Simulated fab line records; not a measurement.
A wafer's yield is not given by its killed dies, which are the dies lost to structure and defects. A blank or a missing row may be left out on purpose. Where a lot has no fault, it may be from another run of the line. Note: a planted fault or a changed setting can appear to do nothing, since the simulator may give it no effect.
The tool behind it: which one?    flow nand_harc    11 lots, 31 wafers sampled, at 5 steps of a route of 1302

## WHAT THE GAUGES SHOWED, per wafer
NHARC_END_SORT_01.
lot   measured      on         killed_at_array
L611  day 28 21:35  prober-02  95 87 82
L618  day 32 17:28  prober-01  48

## WHICH TOOL RAN EACH LOT (tool, then ch and the chambers of the sampled wafers, then the start)
lot   NHARC_A_WL_FILL_ALD_19               NHARC_A_CONTACT_ETCH_49             NHARC_A_CONTACT_ETCH_51                        NHARC_A_CONTACT_ETCH_118
L601  ald_metal-01 ch 0,1,2, day 21 17:42  rie_diel-04 ch 0,1,2, day 22 02:30  rie_diel-04 ch 0,3, day 22 05:25 or earlier    har_cap_etch-02 ch 0, day 22 05:25
L603  ald_metal-04 ch 0,2,3, day 21 17:43  rie_diel-04 ch 1,2,3, day 22 00:46  rie_diel-04 ch 0,1, day 22 03:39 or earlier    har_cap_etch-03 ch 0,1, day 22 03:39
L602  ald_metal-04 ch 0,2,3, day 21 22:38  rie_diel-03 ch 0,1, day 22 09:23    rie_diel-03 ch 0,1, day 22 12:39 or earlier    har_cap_etch-01 ch 0,1, day 22 12:39
L610  ald_metal-01 ch 1,2, day 25 05:27    rie_diel-02 ch 1,2,3, day 25 12:19  rie_diel-02 ch 0,1,3, day 25 15:09 or earlier  har_cap_etch-01 ch 0,1, day 25 15:09
L611  ald_metal-03 ch 0,2,3, day 25 17:07  rie_diel-04 ch 1,2,3, day 26 00:01  rie_diel-04 ch 2,3, day 26 02:51 or earlier    har_cap_etch-02 ch 0,1, day 26 02:51
L612  ald_metal-01 ch 0,2,3, day 26 02:16  rie_diel-04 ch 0,1,2, day 26 11:50  rie_diel-04 ch 1,2,3, day 26 14:40 or earlier  har_cap_etch-01 ch 0,1, day 26 14:40
L617  ald_metal-03 ch 1,2, day 28 21:46    rie_diel-04 ch 0,2, day 29 06:12    rie_diel-04 ch 0,1,3, day 29 09:01 or earlier  har_cap_etch-03 ch 0,1, day 29 09:01
L618  ald_metal-01 ch 1,2, day 29 04:21    rie_diel-04 ch 0,1, day 29 12:18    rie_diel-04 ch 0,3, day 29 15:11 or earlier    har_cap_etch-01 ch 0,1, day 29 15:11
L619  ald_metal-03 ch 0,3, day 29 07:35    rie_diel-04 ch 2,3, day 29 14:43    rie_diel-04 ch 0,3, day 29 17:34 or earlier    har_cap_etch-02 ch 0,1, day 29 17:34
L623  ald_metal-03 ch 0,1, day 29 23:05    rie_diel-03 ch 0,2,3, day 30 06:37  rie_diel-03 ch 1,2,3, day 30 09:36 or earlier  har_cap_etch-02 ch 0,1, day 30 09:36
L624  ald_metal-04 ch 0,2,3, day 30 11:00  rie_diel-03 ch 0,1,2, day 30 20:58  rie_diel-03 ch 0,2,3, day 30 23:52 or earlier  har_cap_etch-01 ch 0,1, day 30 23:52
- NHARC_A_WL_FILL_ALD_19: deposits TiN, target thk 2 nm, pulse time 3 s, ald cycles 100.
- NHARC_A_CONTACT_ETCH_49: etches the open film in N2/H2, target depth 260 nm, time 475.3 s.
- NHARC_A_CONTACT_ETCH_51: etches the open film in O2/COS, target depth 7000 nm, time 1820 s.
- NHARC_A_CONTACT_ETCH_118: etches the open film in C4F8/O2/Ar, time 190 s, target depth 1850 nm.

## THE ANSWER, worked out from the rows above alone
Rule: what is usual is taken from the lots themselves. The widest of any qualifying gaps counts: lots, ordered by their means at a reading, are off when they make up no more than a third of the lots, leave a main group of 4 or more, and stand apart from it by 3 or more times the standard deviation of that group's means. A main group whose means are all the same, to the digits that the tables above print for the reading, isn't used. A lot without any number at a reading at which 4 lots or more have one is off too. Where the step has rows for the other lots, those lots are counted as sound.
Across all readings shown, no lot is off: no conclusion can be drawn from this.

## WHAT HAD BEEN PUT IN BY THE SIMULATOR
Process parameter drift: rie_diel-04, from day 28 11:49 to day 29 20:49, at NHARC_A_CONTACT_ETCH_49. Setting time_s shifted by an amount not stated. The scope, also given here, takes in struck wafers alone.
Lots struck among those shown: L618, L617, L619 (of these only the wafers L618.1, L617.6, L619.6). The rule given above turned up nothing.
